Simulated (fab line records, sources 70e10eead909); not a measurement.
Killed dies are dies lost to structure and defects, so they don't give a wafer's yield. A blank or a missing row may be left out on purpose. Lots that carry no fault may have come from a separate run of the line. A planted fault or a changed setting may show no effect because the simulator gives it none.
A lot that was struck, set against a sound lot :: flow nand_harc :: 14 steps out of a route of 1302
Sound: wafers L972.1, L972.2, L972.6. Struck: wafers L979.1, L979.3 (left out: L979.2, a lot-mate that was not struck); the cause follows at the end.
Per side, at each step with rows, come the tool, then ch with its chambers, and then its first start. Under that, the readings that differ: sound wafers :: struck wafers :: difference of the means :: sigmas: that difference in standard deviations of wafers without a fault.
alike: words and numbers the same on both sides, and readings whose means are apart by under 2 such deviations; not compared: readings that were withheld, readings missing a value for some wafer, numbers with overlapping values and no deviation given by the record, and bounds like >300 which may hide the same value.
Wherever a step has rows on one side only, a row that says differs or no value, or a row with sigmas, the two part there. Non-overlapping numbers with no deviation appear without sigmas and do not part them. A reading missing from all wafers of one side parts the sides only when that side holds two or more wafers.

NHARC_A_BLC_ETCH_16: etches the open film in CF4, target depth 39 nm, time 65 s.
  sound on rie_diel-05 ch 0,3, day 23 15:05; struck on rie_diel-05 ch 2,3, day 27 17:04
  alike: bias_w, drypump_motor_current_A, oes_product_au, rf_vpp_V, showerhead_plenum_p_Torr, throttle_valve_pct
  not compared: rf_hours_counter_h
NHARC_A_BLC_ETCH_17: etches the open film in N2/H2, target depth 390 nm, time 609.38 s.
  sound: rie_diel-05 ch 0,1,3; struck: rie_diel-05 ch 1,2
  alike: bias_w, drypump_motor_current_A, oes_product_au, rf_vpp_V, showerhead_plenum_p_Torr, throttle_valve_pct
  not compared: rf_hours_counter_h
then, 1 step without rows for these wafers: NHARC_A_BLC_ETCH_18 (etches the open film in C4F8/O2/Ar, target depth 910 nm).
NHARC_A_BLC_CD_MEAS_19:
  sound on cd_sem-02, day 23 16:08; struck on cd_sem-01, day 27 18:23
  alike: cd_nm
NHARC_A_BLC_STRIP_29: strips in CF4.
  sound on rie_diel-03 ch 0,1,2, day 23 16:14; struck on rie_diel-05 ch 1,2, day 27 18:28
  alike: drypump_motor_current_A, oes_product_au, rf_vpp_V, showerhead_plenum_p_Torr, throttle_valve_pct
  not compared: rf_hours_counter_h
then, 5 steps without rows for these wafers: NHARC_A_BLC_STRIP_21 (strips in O2); NHARC_A_BLC_STRIP_22 (strips in post etch residue remover, time 600 s); NHARC_A_BLC_DEGAS_30 (time 60 s); NHARC_A_BLC_PRE_CLEAN_31 (time 15 s); NHARC_A_BLC_PVD_32 (deposits Ti, target thk 5 nm, time 17.7 s).
NHARC_A_BLC_ALD_23: deposits TiN, target thk 3 nm, pulse time 1 s, ald cycles 150.
  sound on ald_metal-01 ch 0,1, day 23 17:00; struck on ald_metal-03 ch 1,2, day 27 19:18
  alike: heater_power_w, precursor_pulse_height_rel
NHARC_A_BLC_CVD_24: deposits W, target thk 150 nm, time 434 s.
  sound: cvd_w-01 ch 0,1; struck: cvd_w-01 ch 0,1
  alike: heater_power_w, throttle_valve_pct
NHARC_A_BLC_CMP_25: polishes, t overpolish 30 s, target thk 150 nm.
  sound on cmp-01 ch 0,3, day 23 17:46; struck on cmp-01 ch 0,1, day 27 20:04
reading: overpolish_run_s (s)
sound: 30.010 29.994 30.007
struck: 18.504 23.574
difference: -8.965
sigmas: -99 or more

reading: time_to_endpoint_s (s)
sound: 28.7 28.1 29.1
struck: 59.0 53.8
difference: +27.8
sigmas: +14
  alike: motor_current_A
NHARC_END_SORT_01:
  sound on prober-01 ch 0, day 25 09:07; struck on prober-02 ch 0, day 29 10:43
  alike: killed_at_array, killed_at_other, killed_at_periphery, killed_dies, killed_open, killed_short

WHERE THEY PART
Only at NHARC_A_BLC_CMP_25, as far as this record shows. Later steps at which nothing parts them and some readings are alike: NHARC_END_SORT_01.

WHY: the cause the simulator had injected
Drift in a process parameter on cmp-01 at NHARC_A_BLC_CMP_25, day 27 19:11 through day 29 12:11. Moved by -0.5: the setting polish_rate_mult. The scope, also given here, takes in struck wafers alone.
